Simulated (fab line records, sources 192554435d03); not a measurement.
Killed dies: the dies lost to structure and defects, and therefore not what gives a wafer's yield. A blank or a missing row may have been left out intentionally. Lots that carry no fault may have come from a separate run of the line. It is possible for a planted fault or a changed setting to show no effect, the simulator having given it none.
Which of the tools did it? | flow n5_finfet | 7 lots (21 wafers sampled), 1 step of a 1938-step route

## WHAT THE GAUGES SHOWED, per wafer
N5_START_INSPECT_01: inspects for defects (unpatterned scan).
lot  | measured    | on                | raw_defect_count
L914 | day 1 18:02 | defect_inspect-01 | 7 4 4
L918 | day 2 18:02 | defect_inspect-02 | 5 5 10
L921 | day 3 12:02 | defect_inspect-01 | 4 4 6
L923 | day 4 00:02 | defect_inspect-01 | 5 7 5
L926 | day 4 18:02 | defect_inspect-02 | 4 11 8
L928 | day 5 06:02 | defect_inspect-01 | 6 6 6
L935 | day 7 00:02 | defect_inspect-01 | 6 6 6

## EACH LOT AND THE TOOL THAT RAN IT (in order: tool; ch and the chambers of the sampled wafers; start)
Before these readings, the record contains no process step.

## THE ANSWER, worked out from the rows above alone
Rule: the lots themselves supply what counts as usual. Put in order of their means at a reading, lots are off if they are a third of the lots or fewer, leave a main group of 4 or more, and stand apart from it by a gap of 3 or more times the standard deviation of the main group's means; of several such gaps the widest counts. If all means in a main group match to the digits the tables above print for the reading, that group is not used. A lot without any number at a reading at which 4 lots or more have one is off too. The other lots that the step has rows for count as sound.
No lot is off on any of the readings shown, so nothing can be concluded from this.

## WHAT WAS PUT IN BY THE SIMULATOR
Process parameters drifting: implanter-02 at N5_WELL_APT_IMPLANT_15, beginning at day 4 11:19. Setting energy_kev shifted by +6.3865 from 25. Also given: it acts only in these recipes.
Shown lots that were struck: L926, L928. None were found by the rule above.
